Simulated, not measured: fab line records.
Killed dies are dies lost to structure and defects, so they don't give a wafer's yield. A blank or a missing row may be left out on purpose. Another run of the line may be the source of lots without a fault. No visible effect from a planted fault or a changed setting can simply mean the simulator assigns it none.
Lot-split experiment + flow n5Finfet + 21 wafers read from 7 lots, route of 1938 steps

== ABOUT THE SPLIT ==
At N5_BEOL_M0_SAQP_SPACER2_ALD_26 (deposits SiO2, target thk 15 nm, pulse time 1 s, purge time 2 s), the setting targetThkA was moved away from the recipe's 150 angstrom on 10 of the 21 wafers read, by -10.4% to +12.2%. The other wafers ran this setting at the recipe's value.

== FROM THE SPLIT TO THE READING: what the file shows between them, 2 steps ==
- N5_BEOL_M0_SAQP_SPACER2_ETCHBACK_27: etches SiO2 in CHF3/O2, target depth 22.5 nm, time 11.25 s
- N5_BEOL_M0_SAQP_MANDREL2_REMOVE_110: chemistry HBr/Cl2/O2, target a-Si, stops on SiCN, bt time 10 s

== THE READING ==
cdNm, in nm, at N5_BEOL_M0_SAQP_CD_MEAS_29 (target cd 14.4 nm). On this fab line, fault-free wafers typically give 14.96 nm with a standard deviation of 0.21 nm.

| wafer  | tool, chamber at the split | targetThkA as run, angstrom | against the recipe | cdNm, nm | against lot-mates on the recipe |
|--------|----------------------------|-----------------------------|--------------------|----------|---------------------------------|
| L075.2 | aldSin-01, 0,3             | 136.7                       | -8.9%              | 13.58    | -1.46                           |
| L075.3 | aldSin-01, 1               | 150                         | recipe             | 15.04    | -                               |
| L075.4 | aldSin-01, 0,3             | 136.7                       | -8.9%              | 13.88    | -1.16                           |
| L080.1 | aldSin-02, 3               | 139.1                       | -7.3%              | 13.68    | -1.84                           |
| L080.2 | aldSin-02, 1               | 139.1                       | -7.3%              | 13.74    | -1.78                           |
| L080.6 | aldSin-02, 0               | 150                         | recipe             | 15.52    | -                               |
| L084.1 | aldSin-03, 1               | 143.2                       | -4.5%              | 14.04    | -1.25                           |
| L084.2 | aldSin-03, 3               | 150                         | recipe             | 15.29    | -                               |
| L084.6 | aldSin-03, 1               | 143.2                       | -4.5%              | 14.30    | -0.99                           |
| L085.1 | aldSin-01, 1,2             | 142                         | -5.3%              | 13.93    | -0.85                           |
| L085.3 | aldSin-01, 1,2             | 142                         | -5.3%              | 14.15    | -0.63                           |
| L085.4 | aldSin-01, 0               | 150                         | recipe             | 14.78    | -                               |
| L088.1 | aldSin-01, 3,1             | 150                         | recipe             | 15.00    | -                               |
| L088.2 | aldSin-01, 0               | 150                         | recipe             | 14.86    | -                               |
| L088.3 | aldSin-01, 3,1             | 150                         | recipe             | 14.93    | -                               |
| L091.2 | aldSin-02, 2,3             | 150                         | recipe             | 14.80    | -                               |
| L091.3 | aldSin-02, 1               | 168.3                       | +12.2%             | 16.80    | +1.91                           |
| L091.4 | aldSin-02, 2,3             | 150                         | recipe             | 14.99    | -                               |
| L092.2 | aldSin-01, 0,2             | 150                         | recipe             | 15.13    | -                               |
| L092.4 | aldSin-01, 3               | 134.4                       | -10.4%             | 13.53    | -1.49                           |
| L092.6 | aldSin-01, 0,2             | 150                         | recipe             | 14.90    | -                               |
Where a row lists several chambers, the file gives one row for several wafers and doesn't say which wafer went through which chamber.

THE FIT
A straight line over all 21 wafers: cdNm changes by +0.154 nm for each +1% of targetThkA; r = +0.97; the points scatter about the line by 0.2 nm.
The same after taking each lot's own level away (the mean of its wafers on the recipe; 21 wafers): +0.168 nm for each +1%; r = +0.96; scatter 0.26 nm.
According to that fit, moving targetThkA by its largest amount changes the reading by 2 nm.
The span of the lots' own levels, 14.780 to 15.520 nm, comes to 3.5 times the standard deviation stated above.
The two slopes agree, so the slope changes little with the lot-to-lot level.
Check: with one of the wafers moved furthest among these (+12.2%) left out of the fit, the line predicts +2.07 nm for it against its lot-mates. It came out at +1.91 nm against them.

== THE WHOLE CHAIN: every reading that the file lists as answering this split, in the file's order ==
| step                                | what it does                                                    | reading                                                                                    | change (the file's fit)               | r (the file's) |
|-------------------------------------|-----------------------------------------------------------------|--------------------------------------------------------------------------------------------|---------------------------------------|----------------|
| N5_BEOL_M0_SAQP_SPACER2_ALD_26      | deposits SiO2, target thk 15 nm, pulse time 1 s, purge time 2 s | SiO2_of_BEOL_M0_SAQP_SPACER2_ALD_26.thkNm (the simulator's own value, which no gauge read) | +0.153 nm for each +1% of the setting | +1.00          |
| N5_BEOL_M0_SAQP_MANDREL2_REMOVE_110 | chemistry HBr/Cl2/O2, target a-Si, stops on SiCN, bt time 10 s  | BEOL_M0_SAQP.cdNm (the simulator's own value, which no gauge read)                         | +0.151 nm for each +1% of the setting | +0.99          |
| N5_BEOL_M0_SAQP_CD_MEAS_29          | target cd 14.4 nm                                               | cdNm                                                                                       | +0.166 nm for each +1% of the setting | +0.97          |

== THE FILE'S OWN FIT ==
cdNm changes by +0.166 nm for each +1% of targetThkA, r = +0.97.
